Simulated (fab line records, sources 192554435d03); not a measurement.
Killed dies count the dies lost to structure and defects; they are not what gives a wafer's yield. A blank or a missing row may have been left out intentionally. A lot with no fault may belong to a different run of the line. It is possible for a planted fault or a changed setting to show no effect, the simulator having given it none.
Struck lot and sound lot, side by side || flow n5-finfet || 35 out of 1938 route steps
Sound: these wafers, L291.1, L291.3, L291.6. Struck: wafers L294.1, L294.4 (left out: L294.3, a lot-mate that was not struck); the cause follows at the end.
At each step with rows: each side's tool, then ch and its chambers, then its first start. Under that, the readings that differ: sound wafers || struck wafers || difference of the means || sigmas: that difference in standard deviations of wafers without a fault.
alike: a reading whose means differ by less than 2 such deviations, as well as words and numbers matching on both sides. not compared: withheld readings; readings where some wafer has no value; bounds like >300 that might hide an equal value; numbers whose values overlap and for which the record gives no deviation.
Wherever a step has rows on one side only, a row that says differs or no value, or a row with sigmas, the two part there. Numbers that don't overlap but have no deviation are shown without sigmas and don't part them. A reading that every wafer of one side lacks parts them only if that side has two wafers or more.

first, 9 steps without rows for these wafers: N5_BEOL_M14_PRE_CLEAN_42 (time 30 s); N5_BEOL_M14_SPUTTER_43 (material TaN, target thk 15 nm, time 24.19 s); N5_BEOL_M14_SPUTTER_44 (material Ta, target thk 15 nm, time 24.19 s); N5_BEOL_M14_SPUTTER_45 (material Cu, target thk 100 nm, time 16.67 s); N5_BEOL_M14_ECD_47 (material Cu, target thk 1248 nm); N5_BEOL_M14_ANNEAL_48 (time 90 s); N5_BEOL_M14_CMP_49 (polishes, stops on SiO2, t overpolish 5.2 s, target thk 560 nm); N5_BEOL_M14_PRE_CLEAN_52 (time 15 s); N5_BEOL_M14_DEP_53 (deposits SiCN from 3MS/NH3, target thk 50 nm, time 17.8 s).
N5_BEOL_M15_ILD_DEP_00: deposits SiO2 from TEOS/O2, target thk 1629.3 nm, time 346.1 s.
  sound on pecvd-04 ch 0,2, day 15 02:45; struck on pecvd-04 ch 1,2, day 16 12:01
{"reading": "run-length-s (s)", "sound": "388.4 389.0 388.9", "struck": "380.0 377.3", "difference": -10.1, "sigmas": -14}
{"reading": "model.SiO2_of_BEOL_M15_ILD_DEP_00.thk-nm (nm)", "sound": "1636 1631 1670", "struck": "1561 1604", "difference": -63, "sigmas": ""}
  alike: heater-power-w, showerhead-plenum-p-Torr, throttle-valve-pct
then, 10 steps without rows for these wafers: N5_BEOL_M15_COAT_58 (time 60 s, resist thk 89 nm); N5_BEOL_M15_COAT_04 (resist thk 800 nm); N5_BEOL_M15_EBR_06; N5_BEOL_M15_SOFTBAKE_05 (time 60 s); N5_BEOL_M15_EXPOSE_07 (exposes mask V14); N5_BEOL_M15_PEB_08 (peb time 90 s); N5_BEOL_M15_DEVELOP_09 (develop time 45 s); N5_BEOL_M15_HARDBAKE_14 (time 120 s); N5_BEOL_M15_DESCUM_15 (chemistry O2, time 7.9 s); N5_BEOL_M15_ETCH_59 (etches BARC in N2/H2, target depth 89 nm, overetch 26.7 nm, time 67.9 s).
N5_BEOL_M15_VIA_ETCH_16: etches SiO2 in C4F8/O2/Ar, target depth 1792.2 nm.
  sound on rie-diel-01 ch 1,2,3, day 15 03:48; struck on rie-diel-03 ch 0, day 16 12:55
{"reading": "model.etch.depth-nm (nm)", "sound": "1636 1631 1670", "struck": "1561 1604", "difference": -63, "sigmas": ""}
  alike: drypump-motor-current-A, oes-product-au, rf-vpp-V, showerhead-plenum-p-Torr, throttle-valve-pct
then, 13 steps without rows for these wafers: N5_BEOL_M15_STRIP_63 (strips in O2); N5_BEOL_M15_STRIP_64 (strips in O2); N5_BEOL_M15_STRIP_65 (strips in post etch residue remover, time 60 s); N5_BEOL_M15_SRD_66 (time 30 s, dry time 30 s); N5_BEOL_M15_COAT_56 (time 60 s, resist thk 550 nm); N5_BEOL_M15_ETCH_57 (etches SOC in N2/H2, time 750 s); N5_BEOL_M15_COAT_60 (time 60 s, resist thk 89 nm); N5_BEOL_M15_COAT_22 (resist thk 800 nm); N5_BEOL_M15_EBR_24; N5_BEOL_M15_SOFTBAKE_23 (time 60 s); N5_BEOL_M15_EXPOSE_25 (exposes mask M15, target cd 400 nm); N5_BEOL_M15_PEB_26 (peb time 90 s); N5_BEOL_M15_DEVELOP_27 (develop time 45 s).
N5_BEOL_M15_CMP_49: polishes, stops on SiO2, t overpolish 4.9 s, target thk 850 nm.
  sound on cmp-01 ch 2,3, day 15 07:53; struck on cmp-03 ch 0,3, day 16 16:40
{"reading": "model.SiO2_of_BEOL_M15_ILD_DEP_00.thk-nm (nm)", "sound": "1559 1552 1590", "struck": "1484 1527", "difference": -62, "sigmas": ""}
  alike: barrier-field-endpoint-s, motor-current-A, overpolish-run-s
  not compared: pad-life-wafers

WHERE THEY PART
At N5_BEOL_M15_ILD_DEP_00 and nowhere else, as far as this record goes. Later steps at which nothing parts them and some readings are alike: N5_BEOL_M15_VIA_ETCH_16, N5_BEOL_M15_CMP_49.

WHY: the cause the simulator had injected
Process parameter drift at N5_BEOL_M15_ILD_DEP_00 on pecvd-04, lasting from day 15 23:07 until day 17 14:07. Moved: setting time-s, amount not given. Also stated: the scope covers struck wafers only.
